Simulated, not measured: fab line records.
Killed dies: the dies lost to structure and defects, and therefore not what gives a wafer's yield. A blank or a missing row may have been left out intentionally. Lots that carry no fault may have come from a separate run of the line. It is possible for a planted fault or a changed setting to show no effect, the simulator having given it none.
A struck lot beside a sound one | flow n5_finfet | 36 out of 1938 route steps
Sound: wafers L746.2, L746.4, L746.5. Wafers L741.2, L741.3, L741.6 were the ones struck. The cause comes at the end.
Each step with rows lists, per side, the tool, then ch with its chambers, then its first start. Under that, the readings that differ: sound wafers | struck wafers | difference of the means | sigmas: that difference in standard deviations of wafers without a fault.
alike: readings with means less than 2 such deviations apart, plus words and numbers identical on both sides. not compared: withheld readings, readings lacking a value on some wafer, bounds such as >300 that could conceal the same value, and numbers that have no deviation in the record and whose values overlap.
The two part at a step that has a row with sigmas, a row that says differs or no value, or rows on one side only. Numbers that have no deviation but don't overlap get no sigmas and don't part them. Lack of a reading on every wafer of one side parts them only where that side has two or more wafers.

first, 1 step without rows for these wafers: N5_BEOL_M0_ANNEAL_119 (time 90 s).
N5_BEOL_M0_CMP_120: polishes, stops on SiOC, t overpolish 6.9 s.
  sound on cmp-03 ch 0,1,2, day 9 23:27; struck on cmp-04 ch 1,2, day 9 00:17
  alike: barrier_field_endpoint_s, clearing_platen_down_force_psi, motor_current_A, overpolish_run_s, slurry_filter_dp_kPa, time_to_endpoint_s
  not compared: pad_life_wafers
then, 3 steps without rows for these wafers: N5_BEOL_M0_PRE_CLEAN_131 (time 15 s); N5_BEOL_M0_CO_CAP_123 (material Co, precursor CCTBA/H2, target thk 2 nm, time 102.1 s); N5_BEOL_M0_PRE_CLEAN_124 (time 15 s).
N5_BEOL_M0_DEP_125: deposits SiCN from 3MS/NH3, target thk 8 nm, time 14 s.
  sound on pecvd-04 ch 0,1,2, day 9 23:52; struck on pecvd-04 ch 1,2, day 9 00:47
  alike: chamber_pressure_Torr, rf_fwd_power_W, showerhead_plenum_p_Torr, throttle_valve_pct
N5_BEOL_M0_RS_MEAS_126: the measuring method here is four-point-probe.
  struck on film_metro-02, day 9 00:51; sound on film_metro-02, day 9 23:56
  alike: M0_RS
N5_BEOL_M0_INSPECT_127: inspects for defects (darkfield).
  struck on defect_inspect-01, day 9 00:52; sound on defect_inspect-02, day 9 23:58
  alike: raw_defect_count
N5_BEOL_M1_ILD_DEP_00: deposits SiOC from DEMS/O2, target thk 79 nm, time 15.3 s.
  sound on pecvd-02 ch 0,1, day 9 23:59; struck on pecvd-01 ch 0,1,2, day 9 00:55
  alike: chamber_pressure_Torr, heater_power_outer_w, heater_power_w, showerhead_plenum_p_Torr, throttle_valve_pct
N5_BEOL_M1_THK_MEAS_01:
  struck on film_metro-02, day 9 00:59; sound on film_metro-01, day 10 00:05
  alike: M1_ILD_THK
then, 1 step without rows for these wafers: N5_BEOL_M1_PECVD_72 (deposits SiO2 from TEOS/O2, target thk 16 nm, time 18 s).
N5_BEOL_M1_HM_DEP_02: deposits TiN, target thk 20 nm.
  struck on pvd_sputter-01, day 9 01:09; sound on pvd_sputter-03, day 10 00:58
  no value came back on the struck wafers for chamber_pressure_pa (Pa), substrate_temp_c (C), throttle_valve_pct (%); on the sound wafers chamber_pressure_pa (Pa) reads 0.4982 0.4999 0.4996
then, 9 steps without rows for these wafers: N5_BEOL_M1_COAT_61 (time 60 s, resist thk 60 nm); N5_BEOL_M1_COAT_62 (time 60 s, resist thk 12 nm); N5_BEOL_M1_COAT_73 (time 60 s, resist thk 5 nm); N5_BEOL_M1_COAT_05 (resist thk 30 nm); N5_BEOL_M1_EBR_07; N5_BEOL_M1_SOFTBAKE_06 (time 60 s); N5_BEOL_M1_EXPOSE_08 (exposes mask M1); N5_BEOL_M1_PEB_09 (peb time 60 s); N5_BEOL_M1_DEVELOP_10 (develop time 30 s).
N5_BEOL_M1_CD_MEAS_11: the cd target is 17.05 nm.
  sound on cd_sem-02 ch 0, day 10 01:22; struck on cd_sem-01 ch 0, day 9 01:32
  alike: cd_nm
N5_BEOL_M1_OVL_MEAS_12:
  sound on overlay-02 ch 0, day 10 01:24; struck on overlay-02 ch 0, day 9 01:34
  alike: M1_OVL
N5_BEOL_M1_INSPECT_13: inspects for defects (brightfield).
  struck on defect_inspect-02, day 9 01:38; sound on defect_inspect-02, day 10 01:27
  alike: raw_defect_count
N5_BEOL_M1_DESCUM_16: chemistry O2, time 7 s.
  sound on rie_diel-04 ch 0,1,2, day 10 01:46; struck on rie_diel-06 ch 0,2, day 9 01:40
  alike: drypump_motor_current_A, oes_product_au, rf_vpp_V, showerhead_plenum_p_Torr, throttle_valve_pct
  not compared: rf_hours_counter_h
then, 6 steps without rows for these wafers: N5_BEOL_M1_ETCH_74 (etches underlayer in N2/H2, target depth 6.5 nm, time 5.2 s); N5_BEOL_M1_ETCH_63 (etches SiARC in CF4, target depth 15.6 nm, time 26 s); N5_BEOL_M1_ETCH_64 (etches SOC in N2/H2, target depth 75 nm, overetch 15 nm, time 112.5 s); N5_BEOL_M1_STRIP_65 (strips in N2/H2); N5_BEOL_M1_STRIP_75 (strips in N2/H2); N5_BEOL_M1_STRIP_66 (strips in CF4).
N5_BEOL_M1_HM_OPEN_17: chemistry Cl2/BCl3, target TiN, target depth 20 nm, overetch 6 nm.
  sound on rie_metal-03 ch 0, day 10 02:00; struck on rie_metal-03 ch 0,1, day 9 01:55
  reading                  | sound             | struck            | difference | sigmas
  oes_product_au (a.u.)    | 0.82 0.82 0.81    | 0.32 0.38 0.37    | -0.46      | -4
  throttle_valve_pct (%)   | 22.22 22.22 22.22 | 22.51 22.85 22.85 | +0.52      | +3
  model.etch.depth_nm (nm) | 19.73 19.88 19.72 | 0 0 0             | -20        |
  alike: drypump_motor_current_A
  not compared: rf_hours_counter_h
N5_BEOL_M1_STRIP_19: strips in O2.
  sound on rie_diel-01 ch 0,1,3, day 10 02:09; struck on rie_diel-01 ch 0,2, day 9 02:15
  alike: drypump_motor_current_A, oes_product_au, rf_vpp_V, showerhead_plenum_p_Torr, throttle_valve_pct
  not compared: rf_hours_counter_h
N5_BEOL_M1_CD_MEAS_18: pitch 36 nm, target cd 18 nm.
  struck on cd_sem-01, day 9 02:19; sound on cd_sem-03, day 10 02:13
  reading    | sound             | struck | difference                    | sigmas
  cd_nm (nm) | 18.61 17.89 18.15 | - - -  | no value on the struck wafers |
then, 1 step without rows for these wafers: N5_BEOL_M1_COAT_67 (time 60 s, resist thk 60 nm).
N5_BEOL_M4_RC_MEAS_101:
  the record has rows for the sound wafers here (prober-01 ch 0, day 13 01:47) and none for the struck ones

## WHERE THEY PART
First at N5_BEOL_M1_HM_DEP_02; last, within this record, at N5_BEOL_M4_RC_MEAS_101.

WHY: what had been put in by the simulator
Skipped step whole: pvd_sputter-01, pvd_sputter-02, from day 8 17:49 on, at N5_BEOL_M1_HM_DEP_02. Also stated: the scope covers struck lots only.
